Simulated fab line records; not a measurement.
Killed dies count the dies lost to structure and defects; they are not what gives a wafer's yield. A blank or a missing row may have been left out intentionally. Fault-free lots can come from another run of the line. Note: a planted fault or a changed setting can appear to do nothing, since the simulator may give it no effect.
fab line records	flow nand-harc
[record] lots = 7	wafers = 21	last-day = 33
route steps=1302 shown A_SLIT@940 A_SIN_REMOVE@947 A_WL_FILL@952 END@1302
lots that met no fault: from a run of the same line without faults
start-h: hours from the record's first day to the start of the lot's first wafer shown	wait-h: hours elapsed since this lot's preceding step	" repeats the value in the row above	L1.1+2: one row covering several wafers at once	- no value, or no start was given	* or withheld: withheld	< > ~ a bound
route shown NAME@n: names a module that has steps shown in the file, with the first one's number in the route	usual: average and standard deviation across the fault-free wafers	same: alike in all rows	chamber/n: place in a boat	sites: each site's reading	_std_site: their standard deviation	_edge_site: inner sites' mean taken away from outer sites' mean	radius-mm: how far each site lies from the wafer's centre	mask NAME#n: copy n	behind: the most recent tool/chamber to have shaped the wafer	hold: cause of the lot's hold/its duration in hours/its outcome	device: the n, p or np transistor that did not switch	end of line: the same wafers' tests at the end of the route	where a step has no rows: the recipe by itself	killed: dies lost to structure and defects at the first sort, not the wafer's yield	map: dies across one wafer; x = killed, . = not, _ = none there
set.NAME: the setting the step ran with; set.NAME@STEP: the setting that earlier step ran with	model.NAME: the simulator's own value behind a step, which no gauge read
lots seen at some steps along the route; tables by step, rows by wafer
services: when a tool's chamber went out of use (start-h, in hours from the record's first day, below 0 if earlier), for how many hours, and the reason
[[steps]]
[step NHARC_A_SLIT_ETCH_26]
[recipe] bias-v = 400	source-w = 2000	pressure-mtorr = 25	time-s = 90	ar-flow-sccm = 375	c4f8-flow-sccm = 41.7	o2-flow-sccm = 83.3	target-depth-a = 4000	chemistry = C4F8/O2/Ar
[usual] chamber-pressure-mTorr = 25.001/0.02	drypump-motor-current-A = 6.2/0.38	mfc-ar-sccm = 375.0/1.3	oes-air-line-au = 1.000/0.02	rf-fwd-power-W = 1987/8.3	showerhead-plenum-p-Torr = 3.69/0.12	throttle-valve-pct = 27.620/0.0089
lot.wafer	tool	chamber	start-h	wait-h	chamber-pressure-mTorr	drypump-motor-current-A	mfc-ar-sccm	oes-air-line-au	rf-fwd-power-W	rf-hours-counter-h	showerhead-plenum-p-Torr	throttle-valve-pct
L517.1	har-etch-01	0	519.77	3.0	25.016	6.4	372.9	0.975	1991	286	3.66	27.621
L517.4	"	0	"	"	25.017	6.4	372.6	0.971	1979	-	3.66	27.626
L517.5	"	0	"	"	24.991	6.4	374.5	0.995	1983	-	3.66	27.615
L522.3	har-etch-02	0	564.06	1.9	25.002	5.5	375.8	1.022	2003	-	3.90	27.628
L522.4	"	1	"	"	25.002	5.9	374.2	0.989	1977	-	3.69	27.620
L522.6	"	0	"	"	25.027	5.5	374.0	1.042	2002	-	3.90	27.618
L524.1	har-etch-02	0	590.10	2.5	24.999	5.6	377.0	1.034	1992	118	3.89	27.625
L524.3	"	0	"	"	25.002	5.6	374.9	0.997	1991	-	3.89	27.614
L524.5	"	0	"	"	25.010	5.6	375.0	1.022	1983	-	3.89	27.634
L523.2	har-etch-01	0	593.07	3.0	25.031	6.4	377.8	1.020	1983	331	3.64	27.626
L523.1	"	1	"	"	25.018	6.6	377.5	0.980	1982	331	3.56	27.635
L523.6	"	0	"	"	25.016	6.3	374.1	1.025	1988	-	3.64	27.606
L531.1	har-etch-02	1	676.65	2.5	24.961	5.9	374.4	0.965	1976	164	3.66	27.627
L531.6	"	0	"	"	24.974	5.6	375.6	1.009	2000	-	3.86	27.619
L531.5	"	1	"	"	24.966	5.9	372.5	1.020	1968	-	3.66	27.622
L532.1	har-etch-01	0	678.30	3.0	25.029	6.4	376.1	1.030	1980	377	3.61	27.632
L532.4	"	0	"	"	25.020	6.4	375.2	1.034	1982	-	3.61	27.626
L532.6	"	0	"	"	25.034	6.4	374.8	1.043	1977	-	3.61	27.623
L533.4	har-etch-01	0	690.73	1.9	24.970	6.4	374.2	0.997	1985	-	3.61	27.629
L533.5	"	0	"	"	24.978	6.4	376.0	1.001	1984	-	3.61	27.632
L533.6	"	1	"	"	25.001	6.5	374.9	1.000	1994	-	3.53	27.631
[step NHARC_A_SLIT_STRIP_28]
[recipe] o2-flow-sccm = 400	cos-flow-sccm = 20	ar-flow-sccm = 0	bias-w = 0	chemistry = O2/COS
[step NHARC_A_SLIT_ETCH_29]
[recipe] target-depth-a = 1000	overetch-a = 100	time-s = 55	ion-energy-ev = 100	cf4-flow-sccm = 80	o2-flow-sccm = 20	ar-flow-sccm = 0	rf-w = 300	bias-w = 100	chemistry = CF4/O2
[step NHARC_A_SLIT_STRIP_18]
[recipe] o2-flow-sccm = 500	ar-flow-sccm = 0	bias-w = 0	chemistry = O2
[usual] chamber-pressure-mTorr = 60.00/0.057	drypump-motor-current-A = 5.6/0.56	mfc-ar-sccm = 0.008/0.012	oes-product-au = 1.000/0.012	rf-vpp-V = 57.7/0.86	showerhead-plenum-p-Torr = 3.48/0.15	throttle-valve-pct = 17.037/0.009
lot.wafer	tool	chamber	start-h	wait-h	chamber-pressure-mTorr	drypump-motor-current-A	mfc-ar-sccm	oes-product-au	rf-hours-counter-h	rf-vpp-V	showerhead-plenum-p-Torr	throttle-valve-pct
L517.4	rie-diel-12	2	-	-	59.91	6.2	0.006	1.010	5.4	58.2	3.72	17.036
L517.1	"	3	"	"	60.06	5.7	0	1.002	5.9	56.7	3.52	17.028
L517.5	"	2	"	"	59.97	6.2	0.006	1.007	-	58.8	3.72	17.049
L522.3	rie-diel-03	0	-	-	60.06	5.6	0	1.017	6.0	56.6	3.49	17.028
L522.4	"	2	"	"	59.97	6.4	0.041	1.014	4.9	57.3	3.37	17.035
L522.6	"	1	"	"	59.95	5.3	0.013	0.999	-	57.4	3.36	17.044
L524.3	rie-diel-03	1	-	-	60.04	5.3	0.013	0.996	8.0	57.9	3.36	17.044
L524.1	"	0	"	"	60.10	5.6	0	1.000	7.7	57.0	3.49	17.028
L524.5	"	2	"	"	60.05	6.4	0.041	1.015	-	57.8	3.37	17.033
L523.1	rie-diel-03	3	-	-	59.96	5.0	0	1.022	5.2	57.8	3.34	17.045
L523.2	"	0	"	"	59.99	5.6	0	1.011	7.8	58.6	3.49	17.042
L523.6	"	3	"	"	59.95	5.0	0	1.026	-	57.5	3.34	17.033
L531.1	rie-diel-12	2	-	-	59.94	6.2	0.006	1.010	0.6	57.7	3.72	17.036
L531.5	"	2	"	"	59.95	6.1	0.006	0.996	-	58.4	3.72	17.044
L531.6	"	3	"	"	60.01	5.7	0	1.007	-	57.7	3.52	17.038
L532.1	rie-diel-03	0	-	-	59.92	5.5	0	0.997	2.7	56.9	3.49	17.051
L532.4	"	1	"	"	59.93	5.3	0.013	0.992	1.7	57.1	3.35	17.028
L532.6	"	0	"	"	59.98	5.5	0	0.998	-	57.8	3.49	17.048
L533.4	rie-diel-02	0	-	-	59.96	5.8	0.006	1.001	8.4	57.4	3.77	17.039
L533.5	"	2	"	"	59.84	5.7	0	1.014	-	56.6	3.45	17.021
L533.6	"	3	"	"	60.00	4.8	0.023	1.004	-	58.4	3.32	17.037
[step NHARC_A_SLIT_PRECLEAN_19]
[recipe] time-s = *	temp-c = 50	bath-age-min = 0	chemistry = SC1
[step NHARC_A_SLIT_SRD_20]
[step NHARC_A_SLIT_CD_MEAS_21]
[usual] cd-nm = 289.8/0.95
lot.wafer	tool	chamber	start-h	wait-h	cd-nm
L517.1	cd-sem-02	-	521.19	-	291.0
L517.4	"	-	"	"	291.0
L517.5	"	-	"	"	291.4
L522.3	cd-sem-02	-	565.88	-	289.8
L522.4	"	-	"	"	289.8
L522.6	"	-	"	"	290.4
L524.1	cd-sem-02	-	591.48	-	289.5
L524.3	"	-	"	"	289.9
L524.5	"	-	"	"	289.5
L523.1	cd-sem-03	-	594.49	-	290.2
L523.2	"	-	"	"	288.8
L523.6	"	-	"	"	289.4
L531.1	cd-sem-02	-	678.04	-	290.5
L531.5	"	-	"	"	289.6
L531.6	"	-	"	"	289.4
L532.1	cd-sem-03	-	679.72	-	290.4
L532.4	"	-	"	"	290.1
L532.6	"	-	"	"	290.5
L533.4	cd-sem-01	-	692.09	-	291.0
L533.5	"	-	"	"	288.8
L533.6	"	-	"	"	289.5
[step NHARC_A_SIN_REMOVE_WET_00]
[recipe] temp-c = 160	time-s = 15300	chemistry = H3PO4
[step NHARC_A_SIN_REMOVE_PRECLEAN_01]
[recipe] time-s = *	temp-c = 50	bath-age-min = 0	chemistry = SC1
[step NHARC_A_SIN_REMOVE_SRD_02]
[step NHARC_A_SIN_REMOVE_INSPECT_04]
[usual] raw-defect-count = 383/96
lot.wafer	tool	chamber	start-h	wait-h	raw-defect-count
L517.1	defect-inspect-01	-	527.77	0.0	429
L517.4	"	-	"	"	485
L517.5	"	-	"	"	444
L522.3	defect-inspect-01	-	572.23	0.0	292
L522.4	"	-	"	"	259
L522.6	"	-	"	"	449
L524.1	defect-inspect-02	-	597.28	0.0	385
L524.3	"	-	"	"	331
L524.5	"	-	"	"	328
L523.1	defect-inspect-01	-	601.98	0.0	349
L523.2	"	-	"	"	376
L523.6	"	-	"	"	443
L531.1	defect-inspect-02	-	684.66	0.0	296
L531.5	"	-	"	"	248
L531.6	"	-	"	"	333
L532.1	defect-inspect-01	-	686.39	0.0	285
L532.4	"	-	"	"	277
L532.6	"	-	"	"	245
L533.4	defect-inspect-01	-	698.67	0.0	305
L533.5	"	-	"	"	273
L533.6	"	-	"	"	332
[step NHARC_A_WL_FILL_ALD_00]
[recipe] target-thk-a = 30	pulse-time-s = 3	ald-cycles = 30	temp-c = 300	material = Al2O3
[usual] ald-cycles = 30/0	heater-power-w = 441/34	precursor-pulse-height-rel = 1.001/0.019
lot.wafer	tool	chamber	start-h	wait-h	ald-cycles	heater-power-w	precursor-pulse-height-rel
L517.1	ald-hk-04	2	527.84	0.1	30	416	1.030
L517.4	"	3	"	"	30	443	1.025
L517.5	"	2	"	"	30	431	1.000
L522.4	ald-hk-02	0	572.34	0.1	27	448	1.004
L522.3	"	1	"	"	27	462	1.010
L522.6	"	2	"	"	27	366	0.967
L524.3	ald-hk-02	2	597.35	0.1	27	375	1.035
L524.1	"	3	"	"	27	438	1.002
L524.5	"	2	"	"	27	370	1.006
L523.1	ald-hk-02	0	602.04	0.1	27	449	1.005
L523.2	"	3	"	"	27	440	0.999
L523.6	"	1	"	"	27	479	1.002
L531.1	ald-hk-04	2	684.82	0.2	30	431	0.981
L531.6	"	3	"	"	30	440	0.997
L531.5	"	0	"	"	30	449	0.963
L532.1	ald-hk-02	3	686.48	0.1	30	446	0.999
L532.4	"	0	"	"	30	465	0.995
L532.6	"	2	"	"	30	376	0.976
L533.4	ald-hk-02	1	698.76	0.1	30	475	1.010
L533.6	"	0	"	"	30	446	1.006
L533.5	"	1	"	"	30	474	0.993
[step NHARC_A_WL_FILL_RTA_01]
[recipe] temp-c = 1000	time-s = 5
[usual] lamp-power-pct = 33/4.2	lamp_zone_5_pct = 33/4.2	wafer_temp_C_max = 1003.3/1
lot.wafer	tool	chamber	start-h	wait-h	lamp-power-pct	lamp_zone_5_pct	wafer_temp_C_max
L517.1	rtp-anneal-02	0	528.11	-	29	28	1003.5
L517.4	"	0	"	"	28	28	1003.3
L517.5	"	0	"	"	28	29	1005.4
L522.3	rtp-anneal-01	0	572.61	-	37	37	1002.3
L522.4	"	0	"	"	37	37	1001.8
L522.6	"	0	"	"	37	37	1002.9
L524.1	rtp-anneal-02	0	597.79	0.3	28	28	1004.6
L524.3	"	0	"	"	28	28	1004.7
L524.5	"	0	"	"	28	28	1004.3
L523.1	rtp-anneal-01	0	602.30	-	37	37	1002.3
L523.2	"	0	"	"	37	37	1003.2
L523.6	"	0	"	"	37	37	1002.6
L531.1	rtp-anneal-01	0	685.00	-	37	37	1003.6
L531.5	"	0	"	"	37	37	1003.0
L531.6	"	0	"	"	37	37	1003.0
L532.1	rtp-anneal-01	0	686.71	-	37	37	1002.7
L532.4	"	0	"	"	37	37	1002.2
L532.6	"	0	"	"	37	37	1003.0
L533.4	rtp-anneal-01	0	699.07	-	37	37	1003.8
L533.5	"	0	"	"	37	37	1003.2
L533.6	"	0	"	"	37	37	1003.7
[step NHARC_A_WL_FILL_ALD_02]
[recipe] target-thk-a = 20	pulse-time-s = 3	ald-cycles = 100	temp-c = 450	material = TiN
[usual] ald-cycles = 100/0	heater-power-w = 1082/89	precursor-pulse-height-rel = 0.997/0.019
lot.wafer	tool	chamber	start-h	wait-h	ald-cycles	heater-power-w	precursor-pulse-height-rel
L517.1	ald-metal-04	0	528.33	0.2	100	1141	1.005
L517.4	"	2	"	"	100	1015	0.976
L517.5	"	0	"	"	100	1178	1.023
L522.3	ald-metal-02	3	572.77	0.1	100	1171	1.001
L522.4	"	0	"	"	100	922	1.029
L522.6	"	3	"	"	100	1155	1.016
L524.3	ald-metal-02	1	598.04	0.2	100	1048	1.007
L524.1	"	2	"	"	100	1155	1.014
L524.5	"	1	"	"	100	1038	0.990
L523.2	ald-metal-01	1	602.56	0.2	100	1194	1.024
L523.1	"	2	"	"	100	1189	0.984
L523.6	"	1	"	"	100	1168	0.967
L531.1	ald-metal-01	0	685.26	0.2	100	1032	0.980
L531.5	"	3	"	"	100	1172	0.980
L531.6	"	0	"	"	100	1029	1.008
L532.4	ald-metal-02	1	686.93	0.1	100	1070	1.013
L532.1	"	0	"	"	100	890	1.027
L532.6	"	1	"	"	100	1033	1.026
L533.4	ald-metal-04	0	699.24	0.1	100	1125	0.979
L533.6	"	3	"	"	100	955	1.012
L533.5	"	0	"	"	100	1132	1.028
[step NHARC_A_WL_FILL_CVD_03]
[recipe] target-thk-a = 400	temp-c = 300	pressure-torr = 40	wf6-flow-sccm = 40	h2-flow-sccm = 1600	ar-flow-sccm = 1560	time-s = 279	material = W
[step NHARC_A_WL_FILL_ETCHBACK_04]
[recipe] target-depth-a = 600	time-s = 120	chemistry = NF3
[usual] chamber-pressure-mTorr = 300.0/0.31	drypump-motor-current-A = 5.6/0.31	oes-product-au = 0.995/0.012	run-length-s = 141.2/0.36
lot.wafer	tool	chamber	start-h	wait-h	chamber-pressure-mTorr	drypump-motor-current-A	oes-product-au	rf-hours-counter-h	run-length-s
L517.1	rie-metal-03	1	529.18	0.3	299.9	5.9	1.003	0.0	141.5
L517.4	"	1	"	"	299.9	5.8	0.999	-	141.4
L517.5	"	1	"	"	300.6	5.9	0.999	-	142.0
L522.3	rie-metal-02	1	573.64	0.3	299.6	6.0	0.982	-	124.7
L522.4	"	0	"	"	300.1	5.7	0.990	-	124.8
L522.6	"	0	"	"	300.8	5.7	0.982	-	125.0
L524.1	rie-metal-03	0	598.83	0.3	299.7	5.5	0.986	1.1	141.0
L524.3	"	1	"	"	299.9	5.9	0.998	-	141.8
L524.5	"	1	"	"	299.8	5.8	0.995	-	141.8
L523.1	rie-metal-02	0	603.33	0.3	300.3	5.7	0.999	2.8	124.8
L523.2	"	1	"	"	299.6	6.0	0.988	2.3	124.1
L523.6	"	1	"	"	300.2	6.0	0.999	-	124.5
L531.1	rie-metal-03	0	686.36	0.3	300.5	5.6	1.002	2.8	141.1
L531.5	"	0	"	"	300.1	5.5	1.012	-	141.7
L531.6	"	1	"	"	300.1	5.8	0.998	-	141.7
L532.1	rie-metal-02	0	687.74	0.3	299.8	5.7	0.970	0.6	141.9
L532.4	"	1	"	"	299.6	6.0	0.996	-	141.0
L532.6	"	0	"	"	299.5	5.7	0.971	-	141.5
L533.4	rie-metal-01	1	700.11	0.3	300.2	5.0	1.005	-	141.1
L533.5	"	0	"	"	300.0	5.5	0.998	-	141.2
L533.6	"	1	"	"	299.8	5.0	1.011	-	140.9
[step NHARC_A_WL_FILL_ETCHBACK_05]
[recipe] target-depth-a = 220	time-s = 60	temp-c = 40	chemistry = Cl2/BCl3
[usual] chamber-pressure-mTorr = 9.999/0.0094	drypump-motor-current-A = 5.6/0.31	oes-product-au = 0.994/0.012	run-length-s = 81.2/0.35
lot.wafer	tool	chamber	start-h	wait-h	chamber-pressure-mTorr	drypump-motor-current-A	oes-product-au	rf-hours-counter-h	run-length-s
L517.1	rie-metal-03	0	529.39	0.2	10.007	5.6	1.001	0.1	80.8
L517.4	"	0	"	"	10.005	5.6	0.992	-	80.9
L517.5	"	0	"	"	9.989	5.6	0.996	-	81.5
L522.4	rie-metal-02	1	573.83	0.1	10.001	6.0	0.994	-	81.3
L522.3	"	0	"	"	9.988	5.7	0.995	-	81.3
L522.6	"	1	"	"	10.008	6.0	0.980	-	80.6
L524.1	rie-metal-03	1	599.09	0.2	10.002	5.8	1.004	1.2	81.3
L524.3	"	0	"	"	9.990	5.6	0.990	-	81.0
L524.5	"	1	"	"	10.000	5.8	0.987	-	81.4
L523.1	rie-metal-02	0	603.57	0.2	9.994	5.7	1.015	2.9	81.1
L523.2	"	1	"	"	9.999	6.0	0.992	2.4	80.7
L523.6	"	0	"	"	10.001	5.7	0.999	-	81.1
L531.1	rie-metal-03	0	686.60	0.2	10.001	5.6	0.990	2.9	81.1
L531.6	"	0	"	"	9.996	5.5	0.995	-	81.1
L531.5	"	1	"	"	9.992	5.8	1.005	-	81.5
L532.1	rie-metal-02	1	687.99	0.2	10.009	6.0	0.998	0.7	80.7
L532.4	"	1	"	"	9.984	6.0	1.003	-	80.8
L532.6	"	0	"	"	10.002	5.7	0.969	-	81.1
L533.4	rie-metal-01	1	700.28	0.1	9.995	4.9	1.008	-	80.9
L533.6	"	1	"	"	10.013	5.0	1.014	-	81.1
L533.5	"	0	"	"	9.984	5.5	1.002	-	82.0
[step NHARC_END_SORT_01]
[recipe] temp-c = 25
[usual] killed-at-array = 52/16	killed-at-other = 0.8/0.98	killed-at-periphery = 4.2/2.9	killed-dies = 57/16	killed-open = 3.3/1.9	killed-short = 2.5/1.5
[same] gross-dies = 677
lot.wafer	tool	chamber	start-h	wait-h	killed-at-array	killed-at-other	killed-at-periphery	killed-dies	killed-open	killed-short
L524.1	prober-01	0	694.24	2.5	49	2	2	53	2	3
L524.3	prober-01	0	695.83	3.1	44	0	2	46	2	3
L524.5	prober-01	0	697.42	3.7	55	1	2	58	2	1
// killed by level:class
L524.1 A_CHANNEL_HOLE_D1:chamber-film-flake=33 A_STAIRCASE:chamber-film-flake=4 A_SLIT:chamber-film-flake=3 THIN_TSV:chamber-film-flake=2 A_ONON_D2:geometric-particle:open=1 A_ONON_D2:geometric-particle:short=1 A_CHANNEL_FILL_D2:geometric-particle:short=1 A_BLC:geometric-particle:open=1
L524.3 A_CHANNEL_HOLE_D1:chamber-film-flake=25 A_STAIRCASE:chamber-film-flake=5 A_CONTACT:chamber-film-flake=4 A_SLIT:chamber-film-flake=3 A_WL_FILL:geometric-particle:short=2 A_SOURCE_PLATE:geometric-particle:short=1 A_ONON_D1:geometric-particle:open=1 A_WL_FILL:geometric-particle:open=1
L524.5 A_CHANNEL_HOLE_D1:chamber-film-flake=31 A_STAIRCASE:chamber-film-flake=8 A_SLIT:chamber-film-flake=7 A_CONTACT:chamber-film-flake=3 A_WL_FILL:chamber-film-flake=2 A_WL_FILL:geometric-particle:short=1 A_M1:geometric-particle:open=1 P_ZERO_WELL:chamber-film-flake=1
[[services]]
tool	chamber	start-h	hours	kind
ald-metal-04	3	499.35	11.2	repair
rie-metal-03	-	519.00	9.0	pm
ald-metal-01	1	520.28	4.5	repair
ald-hk-02	-	526.11	10.0	pm
ald-metal-01	-	526.14	10.0	pm
rie-diel-12	3	530.82	7.2	repair
ald-metal-02	2	559.07	3.9	repair
rie-metal-02	1	564.12	2.2	repair
rie-diel-02	-	570.70	9.0	pm
rie-metal-01	-	575.00	9.0	pm
rie-diel-03	3	575.24	11.4	repair
rie-metal-02	0	594.30	2.6	repair
rie-diel-03	0	602.78	9.4	repair
rie-metal-02	-	607.18	14.9	repair
ald-metal-02	-	610.00	10.0	pm
ald-hk-04	-	612.02	10.0	pm
rie-diel-12	-	622.40	9.0	pm
rie-metal-02	-	631.00	9.0	pm
rie-diel-03	-	635.30	9.0	pm
ald-metal-04	-	652.00	10.0	pm
rie-metal-03	1	666.54	7.5	repair
rie-metal-03	-	670.65	0.5	repair
har-etch-02	-	679.69	18.6	repair
rie-metal-03	-	696.00	9.0	pm
[[key]]
[first-sign] step = NHARC_A_WL_FILL_ALD_00	reading = ald-cycles	direction = down	sigmas = 99+	usual = 30	struck = 27
[effect] step = NHARC_A_WL_FILL_ETCHBACK_04	reading = run-length-s	direction = down	sigmas = 30	usual = *	struck = *	wafers-moved = 6
met-at NHARC_A_WL_FILL_ALD_00,NHARC_A_WL_FILL_ETCHBACK_04
struck-wafers L522.3,L522.4,L522.6,L523.1,L523.2,L523.6,L524.1,L524.3,L524.5
tester-left-out L522,L523,L524
[fault] kind = process-parameter-drift	tool = ald-hk-02	chamber = -	onset-h = 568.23	steps = NHARC_A_WL_FILL_ALD_00	channel = ald-cycles	offset = -3	shape = step	end-h = 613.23	acts-in = these-recipes-only	stated = 30
[fault] kind = process-parameter-drift	tool = rie-metal-02	chamber = -	onset-h = 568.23	steps = NHARC_A_WL_FILL_ETCHBACK_04	channel = time-s	offset = *	shape = step	end-h = 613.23	acts-in = *	stated = *
// tester-left-out: of these lots the tester's yield and bins aren't shown, on N5 and GAA mostly nor the transistor test; their killed dies are dies lost to structure and defects alone, not to doping, threshold or leakage, so they don't give the yield
